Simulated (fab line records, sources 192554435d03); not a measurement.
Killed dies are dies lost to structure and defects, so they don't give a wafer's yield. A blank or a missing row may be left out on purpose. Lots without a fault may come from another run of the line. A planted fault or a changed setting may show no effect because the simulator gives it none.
Chamber matching | flow n5_finfet | N5_FIN_SAQP_SPACER1_ALD_24 on ald_sin-02: 4 sister chambers
The step deposits SiO2, target thk 20.3 nm, pulse time 1 s, purge time 2 s. 4 wafers are shown with their chamber, then 8 later ones without.

WAFERS WITH THEIR CHAMBER
wafer  | chamber | heater_power_w (W)
L085.5 | 3       | 524
L086.3 | 2       | 478
L086.4 | 1       | 455
L087.1 | 0       | 493

WAFERS WITHOUT THEIR CHAMBER
wafer  | heater_power_w (W)
L087.4 | 458
L087.5 | 485
L088.2 | 518
L088.3 | 504
L088.5 | 464
L096.1 | 462
L096.3 | 462
L096.4 | 521

WHICH CHAMBER EACH WENT THROUGH
wafer  | from the rows above     | in truth
L087.4 | 1                       | 1
L087.5 | can't be placed: 2 or 0 | 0
L088.2 | 3                       | 3
L088.3 | can't be placed: 0 or 3 | 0
L088.5 | can't be placed: 1 or 2 | 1
L096.1 | can't be placed: 1 or 2 | 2
L096.3 | can't be placed: 1 or 2 | 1
L096.4 | 3                       | 3
Placed correctly: 3 of 8. Can't be placed from these rows: 5 (the true chamber is among the candidates in 5). Placed wrongly: 0.
How it was worked out, from the rows above alone: a wafer's distance from a chamber is the root of the sum, over the readings, of the square of ((its reading less the chamber's mean) divided by the reading's scatter). The wafer belongs to the nearest chamber; if the next one is less than 2 further off, it can't be placed. A chamber's mean is the mean of its shown wafers. The scatter: with one shown wafer a chamber, the root of the mean of the squares of how far each hidden wafer lies from its nearest shown one.
